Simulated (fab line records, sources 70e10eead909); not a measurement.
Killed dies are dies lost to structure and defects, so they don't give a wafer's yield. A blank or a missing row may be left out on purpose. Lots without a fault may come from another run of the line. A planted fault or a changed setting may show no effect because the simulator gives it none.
Chamber matching | flow nand_harc | NHARC_A_STAIRCASE_TRIM_196 on rie_diel-06: 4 sister chambers
The step chemistry O2, time 211.2 s. 8 wafers are shown with their chamber, then 9 later ones without.

WAFERS WITH THEIR CHAMBER
wafer  | chamber | drypump_motor_current_A (A) | throttle_valve_pct (%)
L082.4 | 0       | 5.8                         | 17.036
L085.5 | 2       | 5.6                         | 17.044
L087.1 | 2       | 5.6                         | 17.036
L087.4 | 3       | 5.7                         | 17.028
L087.6 | 1       | 6.0                         | 17.043
L088.1 | 0       | 5.8                         | 17.038
L088.4 | 3       | 5.8                         | 17.029
L088.6 | 1       | 6.0                         | 17.041

WAFERS WITHOUT THEIR CHAMBER
wafer  | drypump_motor_current_A (A) | throttle_valve_pct (%)
L090.3 | 5.7                         | 17.022
L090.4 | 5.6                         | 17.026
L090.5 | 5.7                         | 17.041
L092.1 | 5.7                         | 17.031
L092.3 | 5.7                         | 17.042
L092.5 | 5.7                         | 17.028
L097.1 | 5.8                         | 17.027
L097.3 | 5.5                         | 17.047
L097.4 | 5.7                         | 17.033

WHICH CHAMBER EACH WENT THROUGH
wafer  | from the rows above          | in truth
L090.3 | 3                            | 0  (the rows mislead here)
L090.4 | can't be placed: 3 or 2      | 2
L090.5 | can't be placed: 2 or 0 or 3 | 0
L092.1 | can't be placed: 3 or 0      | 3
L092.3 | can't be placed: 2 or 0 or 3 | 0
L092.5 | 3                            | 3
L097.1 | can't be placed: 3 or 0      | 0
L097.3 | 2                            | 2
L097.4 | can't be placed: 3 or 0 or 2 | 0
Placed correctly: 2 of 9. Can't be placed from these rows: 6 (the true chamber is among the candidates in 6). Placed wrongly: 1.
How it was worked out, from the rows above alone: a wafer's distance from a chamber is the root of the sum, over the readings, of the square of ((its reading less the chamber's mean) divided by the reading's scatter). The wafer belongs to the nearest chamber; if the next one is less than 2 further off, it can't be placed. A chamber's mean is the mean of its shown wafers. The scatter: the root of (the sum of the squares of (reading less its chamber's mean) over the shown wafers, divided by (wafers less chambers)).
